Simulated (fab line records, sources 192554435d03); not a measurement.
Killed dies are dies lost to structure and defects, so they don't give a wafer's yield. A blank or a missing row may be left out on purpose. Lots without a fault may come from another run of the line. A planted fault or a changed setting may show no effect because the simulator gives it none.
Chamber matching | flow n5_finfet | N5_SDB_HM_DEP_00 on pecvd-01: 3 sister chambers
The step deposits SiNx from SiH4/NH3/N2, target thk 40 nm, time 35.3 s. 22 wafers are shown with their chamber, then 11 later ones without.

WAFERS WITH THEIR CHAMBER
wafer  | chamber | throttle_valve_pct (%) | showerhead_plenum_p_Torr (Torr) | heater_power_outer_w (W)
L074.1 | 0       | 37.6                   | 5.18                            | 537
L074.3 | 1       | 44.2                   | 5.35                            | 421
L074.6 | 2       | 36.5                   | 5.23                            | 517
L075.2 | 0       | 37.8                   | 5.17                            | 472
L075.4 | 1       | 44.2                   | 5.35                            | 438
L075.6 | 2       | 36.7                   | 5.24                            | 509
L076.1 | 1       | 44.0                   | 5.35                            | 426
L076.4 | 2       | 36.5                   | 5.23                            | 430
L076.5 | 1       | 44.3                   | 5.34                            | 430
L077.1 | 0       | 37.5                   | 5.17                            | 529
L077.4 | 1       | 44.2                   | 5.35                            | 366
L077.5 | 0       | 38.0                   | 5.17                            | 538
L080.1 | 1       | 44.2                   | 5.34                            | 363
L080.4 | 0       | 37.6                   | 5.16                            | 513
L080.6 | 1       | 44.5                   | 5.35                            | 366
L083.2 | 2       | 36.4                   | 5.24                            | 479
L083.4 | 2       | 36.9                   | 5.23                            | 483
L083.6 | 1       | 44.0                   | 5.36                            | 431
L085.2 | 1       | 44.3                   | 5.35                            | 400
L085.3 | 0       | 37.8                   | 5.16                            | 475
L085.4 | 2       | 36.3                   | 5.23                            | 508
L091.1 | 1       | 44.1                   | 5.36                            | 401

SIGNATURES (means of the wafers above)
reading                  | chamber 0 | chamber 1 | chamber 2 | scatter within a chamber
throttle_valve_pct       | 37.717    | 44.200    | 36.550    | 0.178
showerhead_plenum_p_Torr | 5.1683    | 5.3500    | 5.2333    | 0.00656
heater_power_outer_w     | 510.67    | 404.20    | 487.67    | 30.5
Rule: a wafer's distance from a chamber is the root of the sum, over the readings, of the square of ((its reading less the chamber's mean) divided by the reading's scatter). The wafer belongs to the nearest chamber; if the next one is less than 2 further off, it can't be placed. The scatter: the root of (the sum of the squares of (reading less its chamber's mean) over the shown wafers, divided by (wafers less chambers)).

WAFERS WITHOUT THEIR CHAMBER
wafer  | throttle_valve_pct (%) | showerhead_plenum_p_Torr (Torr) | heater_power_outer_w (W)
L091.2 | 37.8                   | 5.16                            | 520
L091.6 | 44.0                   | 5.36                            | 416
L094.1 | 38.0                   | 5.17                            | 523
L094.2 | 36.4                   | 5.24                            | 514
L094.5 | 44.4                   | 5.36                            | 391
L096.2 | 44.2                   | 5.36                            | 381
L096.4 | 37.9                   | 5.16                            | 499
L096.5 | 38.0                   | 5.17                            | 497
L097.2 | 44.6                   | 5.36                            | 423
L097.3 | 44.2                   | 5.37                            | 417
L097.6 | 37.9                   | 5.15                            | 443

WHICH CHAMBER EACH WENT THROUGH
wafer  | from the rows above | in truth
L091.2 | 0                   | 0
L091.6 | 1                   | 1
L094.1 | 0                   | 0
L094.2 | 2                   | 2
L094.5 | 1                   | 1
L096.2 | 1                   | 1
L096.4 | 0                   | 0
L096.5 | 0                   | 0
L097.2 | 1                   | 1
L097.3 | 1                   | 1
L097.6 | 0                   | 0
Placed correctly: 11 of 11. Can't be placed from these rows: 0. Placed wrongly: 0.
